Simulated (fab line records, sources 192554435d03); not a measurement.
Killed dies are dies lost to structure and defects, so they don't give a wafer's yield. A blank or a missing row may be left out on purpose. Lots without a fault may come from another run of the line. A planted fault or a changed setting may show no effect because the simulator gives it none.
fab line records | flow n5_finfet
record lots=7 wafers=21
route steps=1938 shown SD_EPI_N@269 HKMG_FIN@396 GATE_CUT@493 MOL_CONTACT_COAG@559
start_h: hours from the record's first day to the start of the lot's first wafer shown | wait_h: hours since the lot's step before | " the same as in the row above | L1.1+2: a row that stands for several wafers | - no value, or no start given | * or withheld: withheld | < > ~ a bound
route shown NAME@n: a module of which the file shows steps, and the number in the route of the first | usual: mean/standard deviation of fault-free wafers | same: alike in all rows | chamber/n: place in a boat | sites: the reading at each site | _std_site: their standard deviation | _edge_site: outer sites' mean less inner sites' | radius_mm: how far each site lies from the wafer's centre | mask NAME#n: copy n | behind: the tool/chamber that last shaped the wafer | hold: why the lot was held/for how many hours/how that ended | device: the transistor (n, p or np) that didn't switch | end of line: the same wafers' tests at the end of the route | a step without rows: its recipe alone | killed: dies lost to structure and defects at the first sort, not the wafer's yield | map: a wafer's dies, x killed, . not, _ none there
set.NAME: the setting as run; set.NAME@STEP: as run at that earlier step | model.NAME: the simulator's own value behind a step, which no gauge read
lots whose settings were changed on purpose; a table a step, a row a wafer
## steps
# step N5_SD_EPI_N_DEVELOP_08
# recipe develop_time_s=30 developer=TMAH resist=CAR-ArF-block dev_temp_c=23 rinse_liquid=diw dry=air_spin
# columns lot.wafer tool chamber start_h wait_h set.develop_time_s
L078.1+6 litho_track-04 0 - - 30
L078.3 " 0 " " 34.9
L083.1+2+6 litho_track-03 0 - - 30
L088.4 litho_track-03 0 - - 32.74
L088.5+6 " 0 " " 30
L089.1 litho_track-03 0 - - 25.91
L089.3+5 " 0 " " 30
L093.1+3+6 litho_track-03 0 - - 30
L094.1+5 litho_track-02 0 - - 30
L094.2 " 0 " " 33.71
L096.1+2 litho_track-04 0 - - 28.26
L096.5 " 0 " " 30
# step N5_SD_EPI_N_CD_MEAS_09
# recipe target_cd_nm=120 landing_energy_ev=500 detector=se_inlens
# usual cd_nm=119.9/0.55
# columns lot.wafer tool chamber start_h wait_h set.peb_temp_c@SD_EPI_N_PEB_07 cd_nm
L078.1 cd_sem-02 0 74.27 - 108.2 115.1
L078.3 " 0 " " 110 121.0
L078.6 " 0 " " 110 120.1
L083.1 cd_sem-02 0 102.67 - 110 120.1
L083.2 " 0 " " 110 120.4
L083.6 " 0 " " 110 119.6
L088.4 cd_sem-02 0 133.52 - 110 120.6
L088.5 " 0 " " 110 119.9
L088.6 " 0 " " 110 120.3
L089.1 cd_sem-03 0 140.96 - 110 117.8
L089.3 " 0 " " 113.3 127.7
L089.5 " 0 " " 113.3 127.3
L093.1 cd_sem-01 0 164.81 - 110 119.3
L093.3 " 0 " " 110 118.8
L093.6 " 0 " " 110 119.0
L094.1 cd_sem-01 0 168.88 - 110 121.0
L094.2 " 0 " " 110 121.8
L094.5 " 0 " " 110 121.0
L096.1 cd_sem-02 0 183.05 - 110 119.6
L096.2 " 0 " " 112.6 126.3
L096.5 " 0 " " 112.6 125.5
# step N5_SD_EPI_N_DESCUM_14
# recipe chemistry=O2 time_s=7.9 source_power_w=50 bias_power_w=20 pressure_mtorr=20 rf_frequency_hz=2.712e+07 temp_c=40 resist=CAR-ArF-block o2_flow_sccm=225
# columns lot.wafer tool chamber start_h wait_h set.peb_temp_c@SD_EPI_N_PEB_07 model.SD_EPI_N.cd_nm
L078.1 rie_diel-03 2 74.36 0.0 108.2 115.4
L078.3 " 0 " " 110 121
L078.6 " 2 " " 110 120.4
L083.1+2 rie_diel-03 3,1 102.76 0.0 110 120.4
L083.6 " 3 " " 110 119.8
L088.4 rie_diel-05 3 133.61 0.0 110 120.6
L088.5 " 2 " " 110 120.2
L088.6 " 3 " " 110 120
L089.1 rie_diel-05 3 141.04 0.0 110 118.2
L089.3 " 0 " " 113.3 127.4
L089.5 " 3 " " 113.3 127.2
L093.1 rie_diel-03 1 164.90 0.0 110 119.6
L093.3 " 3 " " 110 118.6
L093.6 " 3 " " 110 119.2
L094.1 rie_diel-03 1 169.07 0.1 110 121
L094.2 " 3 " " 110 121.8
L094.5 " 2 " " 110 120.8
L096.1 rie_diel-05 1 183.21 0.1 110 119.2
L096.2 " 2 " " 112.6 126
L096.5 " 0 " " 112.6 125.6
# step N5_SD_EPI_N_ETCH_34
# recipe chemistry=CF4 target=SiARC target_depth_a=455 mask_material=CAR-ArF-block time_s=75.8 ion_energy_ev=80 pressure_mtorr=40 source_w=545 bias_w=36 Ar_flow_sccm=100 cf4_flow_sccm=100 ends=cleared
# step N5_SD_EPI_N_ETCH_35
# recipe chemistry=N2/H2 target=SOC overetch_a=1080 mask_material=SiARC temp_c=40 ion_energy_ev=100 source_w=3000 bias_w=133 pressure_mtorr=20 time_s=486 n2_flow_sccm=200 h2_flow_sccm=200
# columns lot.wafer tool chamber start_h wait_h set.peb_temp_c@SD_EPI_N_PEB_07 model.SD_EPI_N.cd_nm
L078.1 rie_diel-03 2 74.45 0.0 108.2 114.6
L078.3 " 0 " " 110 120.2
L078.6 " 2 " " 110 119
L083.1 rie_diel-03 3 102.85 0.0 110 121
L083.2+6 " 1,3 " " 110 119.8
L088.4 rie_diel-05 3 133.70 0.0 110 120.8
L088.5 " 2 " " 110 119.6
L088.6 " 3 " " 110 120.2
L089.1 rie_diel-05 3 141.13 0.0 110 116.8
L089.3 " 0 " " 113.3 127.6
L089.5 " 3 " " 113.3 126.6
L093.1 rie_diel-03 1 164.99 0.0 110 118.6
L093.3 " 3 " " 110 119
L093.6 " 3 " " 110 119.8
L094.1+5 rie_diel-03 1,2 169.16 0.0 110 121
L094.2 " 3 " " 110 121.8
L096.1 rie_diel-05 1 183.30 0.0 110 118.6
L096.2 " 2 " " 112.6 126
L096.5 " 0 " " 112.6 126.2
# step N5_HKMG_FIN_PEB_47
# recipe peb_temp_c=withheld peb_time_s=60 resist=CAR-ArF
# columns lot.wafer tool chamber start_h wait_h set.peb_time_s
L078.1+3 litho_track-02 0 97.27 0.1 49.32
L078.6 " 0 " " 60
L083.1+2+6 litho_track-05 0 124.37 0.1 60
L088.4+6 litho_track-02 0 154.91 0.0 60
L088.5 " 0 " " 73.35
L089.1+3 litho_track-04 0 162.40 0.1 60
L089.5 " 0 " " 54.87
L093.1+6 litho_track-05 0 186.24 0.1 51.12
L093.3 " 0 " " 60
L094.1+2+5 litho_track-02 0 192.45 0.1 60
L096.1+2+5 litho_track-05 0 207.18 0.1 72.64
# step N5_HKMG_FIN_DEVELOP_48
# recipe develop_time_s=30 developer=TMAH resist=CAR-ArF rinse_liquid=diw dry=air_spin dev_temp_c=23
# step N5_HKMG_FIN_CD_MEAS_49
# recipe target_cd_nm=202 landing_energy_ev=500 detector=se_inlens polarity=opening
# usual cd_nm=201.9/0.63
# columns lot.wafer tool chamber start_h wait_h set.peb_time_s@HKMG_FIN_PEB_47 cd_nm
L078.1 cd_sem-03 0 97.34 - 49.32 196.1
L078.3 " 0 " " 49.32 195.6
L078.6 " 0 " " 60 203.0
L083.1 cd_sem-03 0 124.43 - 60 201.8
L083.2 " 0 " " 60 202.4
L083.6 " 0 " " 60 202.0
L088.4 cd_sem-01 0 154.98 - 60 200.7
L088.5 " 0 " " 73.35 207.4
L088.6 " 0 " " 60 201.5
L089.1 cd_sem-01 0 162.47 - 60 202.0
L089.3 " 0 " " 60 201.6
L089.5 " 0 " " 54.87 199.0
L093.1 cd_sem-02 0 186.31 - 51.12 196.8
L093.3 " 0 " " 60 202.3
L093.6 " 0 " " 51.12 196.0
L094.1 cd_sem-01 0 192.52 - 60 203.0
L094.2 " 0 " " 60 202.3
L094.5 " 0 " " 60 202.2
L096.1 cd_sem-02 0 207.25 - 72.64 207.2
L096.2 " 0 " " 72.64 206.5
L096.5 " 0 " " 72.64 206.9
# step N5_HKMG_FIN_DESCUM_53
# recipe chemistry=O2 time_s=7.9 source_power_w=50 bias_power_w=20 pressure_mtorr=20 rf_frequency_hz=2.712e+07 temp_c=40 resist=CAR-ArF o2_flow_sccm=225
# step N5_HKMG_FIN_ETCH_54
# recipe chemistry=CF4 target=SiARC target_depth_a=455 mask_material=CAR-ArF time_s=75.8 ion_energy_ev=80 pressure_mtorr=40 source_w=545 bias_w=36 Ar_flow_sccm=100 cf4_flow_sccm=100 ends=cleared
# columns lot.wafer tool chamber start_h wait_h set.peb_time_s@HKMG_FIN_PEB_47 model.HKMG_FIN.cd_offset_nm
L078.1 rie_diel-05 0 97.48 0.0 49.32 -5.8
L078.3 " 1 " " 49.32 -6.6
L078.6 " 1 " " 60 0.8
L083.1 rie_diel-03 2 124.67 0.0 60 0
L083.2+6 " 1 " " 60 0.2
L088.4 rie_diel-03 2 155.18 0.0 60 -1.2
L088.5 " 1 " " 73.35 5.2
L088.6 " 3 " " 60 -0.8
L089.1+3 rie_diel-02 3,1 162.60 0.0 60 -0.2
L089.5 " 2 " " 54.87 -3
L093.1 rie_diel-03 3 186.66 0.0 51.12 -5.4
L093.3 " 2 " " 60 -0.2
L093.6 " 3 " " 51.12 -5.8
L094.1 rie_diel-05 1 192.64 0.0 60 0.6
L094.2+5 " 2,0 " " 60 0
L096.1 rie_diel-05 0 207.37 0.0 72.64 5.4
L096.2 " 1 " " 72.64 4.4
L096.5 " 1 " " 72.64 4.6
# step N5_HKMG_FIN_ETCH_55
# recipe chemistry=N2/H2 target=SOC target_depth_a=2400 temp_c=40 time_s=300 ion_energy_ev=200 mask_material=SiARC pressure_mtorr=30 source_w=840 bias_w=150 n2_flow_sccm=200 h2_flow_sccm=200
# usual rf_vpp_V=525.5/2.4
# columns lot.wafer tool chamber start_h wait_h set.bias_w rf_vpp_V model.etch.depth_nm model.HKMG_FIN.feature_depth_nm model.SiARC_of_HKMG_FIN_COAT_42.thk_nm
L078.1 rie_diel-05 0 97.54 0.0 150 526.6 244 244 21
L078.3 " 1 " " 150 523.3 239.4 239.4 21.4
L078.6 " 1 " " 150 520.6 240.1 240.2 21.4
L083.1 rie_diel-03 2 124.73 0.0 150 526.9 240.4 240.4 21.2
L083.2 " 1 " " 150 524.8 237.8 237.8 21.2
L083.6 " 1 " " 150 528.1 237.2 237.2 21.2
L088.4 rie_diel-03 2 155.30 0.1 140.5 506.3 234.8 234.8 22.2
L088.5 " 1 " " 150 526.1 237.9 238 21.2
L088.6 " 3 " " 150 524.8 246.8 246.8 20.8
L089.1 rie_diel-02 3 162.65 0.0 150 528.0 245 245 20.8
L089.3 " 1 " " 150 522.6 236.8 236.8 21.4
L089.5 " 2 " " 150 520.8 238.8 238.8 21.2
L093.1 rie_diel-03 3 186.71 0.0 150 523.3 242.6 242.6 21
L093.3 " 2 " " 129.7 482.2 223.4 223.4 23.6
L093.6 " 3 " " 129.7 478.0 225.2 225.2 23.6
L094.1 rie_diel-05 1 192.70 0.0 150 522.5 239.3 239.2 21.2
L094.2 " 2 " " 167.9 564.1 250.6 250.6 19.2
L094.5 " 0 " " 150 526.7 240.2 240.2 20.8
L096.1 rie_diel-05 0 207.43 0.0 150 527.0 242.9 243 21
L096.2 " 1 " " 140.5 500.0 230.3 230.4 22.6
L096.5 " 1 " " 150 522.9 238.3 238.2 21.2
# step N5_HKMG_FIN_PEB_10
# recipe peb_temp_c=withheld peb_time_s=60 resist=CAR-ArF
# columns lot.wafer tool chamber start_h wait_h set.peb_time_s
L078.1+3 litho_track-02 0 100.66 0.1 60
L078.6 " 0 " " 64.68
L083.1+2+6 litho_track-05 0 128.03 0.1 60
L088.4+5 litho_track-02 0 158.52 0.0 46.56
L088.6 " 0 " " 60
L089.1+5 litho_track-05 0 165.77 0.1 72.61
L089.3 " 0 " " 60
L093.1+3+6 litho_track-02 0 189.85 0.1 60
L094.1+2+5 litho_track-02 0 195.82 0.1 60
L096.1+2 litho_track-02 0 210.57 0.1 55.78
L096.5 " 0 " " 60
# step N5_HKMG_FIN_DEVELOP_11
# recipe develop_time_s=30 developer=TMAH resist=CAR-ArF dev_temp_c=23 rinse_liquid=diw dry=air_spin
# step N5_HKMG_FIN_CD_MEAS_12
# recipe target_cd_nm=92.8 landing_energy_ev=500 detector=se_inlens
# usual cd_nm=92.7/0.5
# columns lot.wafer tool chamber start_h wait_h set.peb_time_s@HKMG_FIN_PEB_10 cd_nm
L078.1 cd_sem-02 0 100.73 - 60 92.7
L078.3 " 0 " " 60 93.4
L078.6 " 0 " " 64.68 95.3
L083.1 cd_sem-03 0 128.09 - 60 92.8
L083.2 " 0 " " 60 92.6
L083.6 " 0 " " 60 93.2
L088.4 cd_sem-03 0 158.59 - 46.56 84.0
L088.5 " 0 " " 46.56 84.3
L088.6 " 0 " " 60 92.9
L089.1 cd_sem-03 0 165.84 - 72.61 99.3
L089.3 " 0 " " 60 92.4
L089.5 " 0 " " 72.61 98.0
L093.1 cd_sem-02 0 189.92 - 60 92.8
L093.3 " 0 " " 60 92.4
L093.6 " 0 " " 60 93.3
L094.1 cd_sem-02 0 195.89 - 60 92.6
L094.2 " 0 " " 60 92.1
L094.5 " 0 " " 60 93.2
L096.1 cd_sem-02 0 210.64 - 55.78 90.2
L096.2 " 0 " " 55.78 90.2
L096.5 " 0 " " 60 92.5
# step N5_HKMG_FIN_DESCUM_17
# recipe chemistry=O2 time_s=7.9 source_power_w=50 bias_power_w=20 pressure_mtorr=20 rf_frequency_hz=2.712e+07 temp_c=40 resist=CAR-ArF o2_flow_sccm=225
# columns lot.wafer tool chamber start_h wait_h set.time_s model.CAR-ArF_of_HKMG_FIN_COAT_06.thk_nm
L078.1 rie_diel-02 1 100.81 0.0 6.922 84
L078.3 " 3 " " 7.9 83.2
L078.6 " 2 " " 7.9 83.6
L083.1 rie_diel-02 1 128.18 0.0 7.9 83.8
L083.2+6 " 0,1 " " 7.9 83.6
L088.4+6 rie_diel-05 0,2 158.84 0.2 7.9 83.4
L088.5 " 1 " " 9.503 82.4
L089.1 rie_diel-05 3 165.94 0.0 8.995 82.8
L089.3 " 2 " " 7.9 83.8
L089.5 " 1 " " 8.995 83
L093.1 rie_diel-03 0 190.00 0.0 7.9 83.2
L093.3 " 1 " " 7.243 83.4
L093.6 " 1 " " 7.9 82.8
L094.1 rie_diel-03 0 195.98 0.0 6.97 84.2
L094.2 " 1 " " 6.97 84.4
L094.5 " 0 " " 7.9 84
L096.1 rie_diel-03 2 210.73 0.0 9.454 83
L096.2 " 0 " " 7.9 83.8
L096.5 " 1 " " 7.9 83.6
# step N5_HKMG_FIN_ETCH_31
# recipe chemistry=CF4 target=SiARC target_depth_a=455 mask_material=CAR-ArF time_s=75.8 ion_energy_ev=80 pressure_mtorr=40 source_w=545 bias_w=36 Ar_flow_sccm=100 cf4_flow_sccm=100 ends=cleared
# columns lot.wafer tool chamber start_h wait_h set.time_s@HKMG_FIN_DESCUM_17 model.CAR-ArF_of_HKMG_FIN_COAT_06.thk_nm
L078.1 rie_diel-02 1 100.85 0.0 6.922 51.4
L078.3 " 3 " " 7.9 50.8
L078.6 " 2 " " 7.9 51
L083.1 rie_diel-02 1 128.22 0.0 7.9 51.2
L083.2+6 " 0,1 " " 7.9 50.8
L088.4 rie_diel-05 0 158.88 0.0 7.9 50.6
L088.5 " 1 " " 9.503 49.8
L088.6 " 2 " " 7.9 50.8
L089.1 rie_diel-05 3 165.98 0.0 8.995 50
L089.3 " 2 " " 7.9 51.4
L089.5 " 1 " " 8.995 50.4
L093.1 rie_diel-03 0 190.04 0.0 7.9 50.6
L093.3 " 1 " " 7.243 51
L093.6 " 1 " " 7.9 50.4
L094.1 rie_diel-03 0 196.01 0.0 6.97 51.6
L094.2 " 1 " " 6.97 51.8
L094.5 " 0 " " 7.9 51.2
L096.1 rie_diel-03 2 210.76 0.0 9.454 50.4
L096.2 " 0 " " 7.9 51.2
L096.5 " 1 " " 7.9 51
# step N5_GATE_CUT_ETCH_37
# recipe chemistry=N2/H2 target=SOC target_depth_a=600 overetch_a=120 mask_material=SiARC temp_c=40 time_s=90 ion_energy_ev=200 pressure_mtorr=30 source_w=840 bias_w=150 n2_flow_sccm=200 h2_flow_sccm=200
# usual rf_vpp_V=524.2/2.5
# columns lot.wafer tool chamber start_h wait_h set.bias_w rf_vpp_V model.SiARC_of_GATE_CUT_COAT_35.thk_nm
L078.1 rie_diel-01 0 109.05 0.0 150 525.4 6
L078.3 " 1 " " 150 524.3 6
L078.6 " 0 " " 168.7 566.4 5.4
L083.1 rie_diel-04 0 136.48 0.0 150 527.5 6
L083.2 " 3 " " 150 525.7 5.8
L083.6 " 0 " " 150 529.2 5.8
L088.4 rie_diel-06 0 167.15 0.0 150 524.5 6
L088.5 " 3 " " 150 520.6 6.2
L088.6 " 0 " " 161.2 549.8 5.6
L089.1 rie_diel-04 2 174.75 0.0 150 522.3 6
L089.3 " 0 " " 150 529.4 6
L089.5 " 1 " " 150 526.7 5.8
L093.1 rie_diel-06 0 199.03 0.0 150 525.8 6
L093.3 " 1 " " 150 522.5 6
L093.6 " 1 " " 150 523.5 6
L094.1 rie_diel-06 0 204.36 0.0 171.3 572.9 5.2
L094.2 " 2 " " 150 526.1 5.8
L094.5 " 0 " " 171.3 571.7 5.2
L096.1 rie_diel-04 3 219.52 0.0 150 525.7 6
L096.2 " 1 " " 150 527.2 6
L096.5 " 1 " " 159.5 547.4 5.6
# step N5_MOL_CONTACT_COAG_ALD_27
# recipe material=SiOC target_thk_a=170 temp_c=400 ald_precursor_family=carbosiloxane ald_co_reactant=H2-plasma pulse_time_s=1.5 time_s=2720 purge_time_s=2 co_reactant_purge_time_s=2 ald_cycles=340 pressure_torr=2
# columns lot.wafer tool chamber start_h wait_h set.ald_cycles model.SiOC_of_MOL_CONTACT_COAG_ALD_27.thk_nm
L078.1 ald_sin-04 1 121.10 0.0 294 14.8
L078.3+6 " 0 " " 340 17.2
L083.1+6 ald_sin-04 3 146.50 0.0 340 17
L083.2 " 0 " " 340 17.2
L088.4+6 ald_sin-04 2 177.56 0.0 340 17
L088.5 " 3 " " 313 15.6
L089.1+3+5 ald_sin-03 0,3,3 186.77 0.7 340 17
L093.1 ald_sin-04 1 210.48 0.8 294 14.8
L093.3 " 0 " " 294 14.6
L093.6 " 1 " " 340 17
L094.1 ald_sin-03 1 213.85 0.0 322 16.2
L094.2 " 3 " " 340 17
L094.5 " 0 " " 322 16
L096.1+2+5 ald_sin-01 3,2,3 230.76 0.0 340 17
# step N5_MOL_CONTACT_COAG_EXPOSE_81
# recipe mask_id=VG na=0.33 source_shape=annular sigma_inner=0.3 sigma_outer=0.7 polarization=unpolarized defocus_nm=0 dose_mj=59.5
# columns lot.wafer tool chamber start_h wait_h mask set.dose_mj
L078.1+3+6 euv_scanner-02 0 123.93 - VG#0 59.5
L083.1+2+6 euv_scanner-01 0 149.10 - VG#0 59.5
L088.4+5+6 euv_scanner-01 0 181.03 - VG#0 62
L089.1 euv_scanner-02 0 189.71 - VG#0 63.06
L089.3+5 " 0 " " VG#0 59.5
L093.1+3+6 euv_scanner-01 0 213.08 - VG#0 61.06
L094.1+2 euv_scanner-01 0 216.87 - VG#0 59.5
L094.5 " 0 " " VG#0 62.55
L096.1+2+5 euv_scanner-01 0 234.15 - VG#0 59.5
# step N5_MOL_CONTACT_COAG_PEB_82
# recipe peb_temp_c=100 peb_time_s=60 resist=CAR-EUV
# step N5_MOL_CONTACT_COAG_DEVELOP_83
# recipe develop_time_s=30 developer=TMAH resist=CAR-EUV rinse_liquid=surfactant_rinse dry=air_spin dev_temp_c=23
# step N5_MOL_CONTACT_COAG_CD_MEAS_84
# recipe target_cd_nm=25.1 landing_energy_ev=500 detector=se_inlens polarity=opening
# usual cd_nm=25.13/0.19
# columns lot.wafer tool chamber start_h wait_h set.dose_mj@MOL_CONTACT_COAG_EXPOSE_81 cd_nm
L078.1 cd_sem-02 0 124.07 - 59.5 25.16
L078.3 " 0 " " 59.5 25.07
L078.6 " 0 " " 59.5 25.24
L083.1 cd_sem-02 0 149.24 - 59.5 24.93
L083.2 " 0 " " 59.5 24.84
L083.6 " 0 " " 59.5 25.09
L088.4 cd_sem-03 0 181.15 - 62 25.86
L088.5 " 0 " " 62 25.88
L088.6 " 0 " " 62 25.88
L089.1 cd_sem-01 0 189.85 - 63.06 26.61
L089.3 " 0 " " 59.5 25.15
L089.5 " 0 " " 59.5 25.15
L093.1 cd_sem-01 0 213.22 - 61.06 25.56
L093.3 " 0 " " 61.06 25.27
L093.6 " 0 " " 61.06 25.58
L094.1 cd_sem-02 0 217.02 - 59.5 25.05
L094.2 " 0 " " 59.5 25.19
L094.5 " 0 " " 62.55 26.01
L096.1 cd_sem-02 0 234.29 - 59.5 25.25
L096.2 " 0 " " 59.5 25.47
L096.5 " 0 " " 59.5 25.23
# step N5_MOL_CONTACT_COAG_PRECLEAN_144
# recipe chemistry=alkaline_clean temp_c=60 time_s=60 do_ppb=50
# step N5_MOL_CONTACT_COAG_SRD_145
# recipe dry=ipa_marangoni time_s=30 temp_c=23 rinse_liquid=diw
# step N5_MOL_CONTACT_COAG_CD_MEAS_137
# recipe target_cd_nm=16
# usual cd_nm=15.9/0.31
# columns lot.wafer tool chamber start_h wait_h set.dose_mj@MOL_CONTACT_COAG_EXPOSE_81 cd_nm
L078.1 cd_sem-03 - 125.55 0.0 59.5 15.8
L078.3 " - " " 59.5 16.0
L078.6 " - " " 59.5 15.7
L083.1 cd_sem-02 - 150.53 0.0 59.5 15.3
L083.2 " - " " 59.5 15.6
L083.6 " - " " 59.5 15.8
L088.4 cd_sem-03 - 182.08 0.0 62 15.9
L088.5 " - " " 62 16.4
L088.6 " - " " 62 16.5
L089.1 cd_sem-02 - 192.13 0.0 63.06 17.1
L089.3 " - " " 59.5 16.1
L089.5 " - " " 59.5 16.0
L093.1 cd_sem-01 - 214.16 0.0 61.06 16.1
L093.3 " - " " 61.06 16.4
L093.6 " - " " 61.06 16.3
L094.1 cd_sem-01 - 217.95 0.0 59.5 16.4
L094.2 " - " " 59.5 16.3
L094.5 " - " " 62.55 17.4
L096.1 cd_sem-01 - 235.32 0.0 59.5 16.0
L096.2 " - " " 59.5 15.8
L096.5 " - " " 59.5 15.7
## key
split step=N5_SD_EPI_N_DEVELOP_08 setting=develop_time_s stated=30 by=wafer
response none clear
split step=N5_HKMG_FIN_PEB_47 setting=peb_time_s stated=60 by=wafer
response step=N5_HKMG_FIN_CD_MEAS_49 reading=cd_nm change=+0.344 per=1% r=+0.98
response step=N5_HKMG_FIN_ETCH_54 reading=model.HKMG_FIN.cd_offset_nm change=+0.332 per=1% r=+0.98
split step=N5_HKMG_FIN_ETCH_55 setting=bias_w stated=150 by=wafer
response step=N5_HKMG_FIN_ETCH_55 reading=rf_vpp_V change=+3.29 per=1% r=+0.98
response step=N5_HKMG_FIN_ETCH_55 reading=model.etch.depth_nm change=+1.21 per=1% r=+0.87
response step=N5_HKMG_FIN_ETCH_55 reading=model.HKMG_FIN.feature_depth_nm change=+1.21 per=1% r=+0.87
response step=N5_HKMG_FIN_ETCH_55 reading=model.SiARC_of_HKMG_FIN_COAT_42.thk_nm change=-0.182 per=1% r=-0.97
split step=N5_HKMG_FIN_PEB_10 setting=peb_time_s stated=60 by=wafer
response step=N5_HKMG_FIN_CD_MEAS_12 reading=cd_nm change=+0.342 per=1% r=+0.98
split step=N5_HKMG_FIN_DESCUM_17 setting=time_s stated=7.9 by=wafer
response step=N5_HKMG_FIN_DESCUM_17 reading=model.CAR-ArF_of_HKMG_FIN_COAT_06.thk_nm change=-0.045 per=1% r=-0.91
response step=N5_HKMG_FIN_ETCH_31 reading=model.CAR-ArF_of_HKMG_FIN_COAT_06.thk_nm change=-0.048 per=1% r=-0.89
split step=N5_GATE_CUT_ETCH_37 setting=bias_w stated=150 by=wafer
response step=N5_GATE_CUT_ETCH_37 reading=rf_vpp_V change=+3.33 per=1% r=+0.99
response step=N5_GATE_CUT_ETCH_37 reading=model.SiARC_of_GATE_CUT_COAT_35.thk_nm change=-0.0492 per=1% r=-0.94
split step=N5_MOL_CONTACT_COAG_ALD_27 setting=ald_cycles stated=340 by=wafer
response step=N5_MOL_CONTACT_COAG_ALD_27 reading=model.SiOC_of_MOL_CONTACT_COAG_ALD_27.thk_nm change=+0.174 per=1% r=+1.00
split step=N5_MOL_CONTACT_COAG_EXPOSE_81 setting=dose_mj stated=59.5 by=wafer
response step=N5_MOL_CONTACT_COAG_CD_MEAS_84 reading=cd_nm change=+0.214 per=1% r=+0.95
response step=N5_MOL_CONTACT_COAG_CD_MEAS_137 reading=cd_nm change=+0.192 per=1% r=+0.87
split outside_this_file step=N5_SD_EPI_N_PEB_07 setting=peb_temp_c
# split outside_this_file: this setting was split too, and the file shows its column; the key of that split is in another file
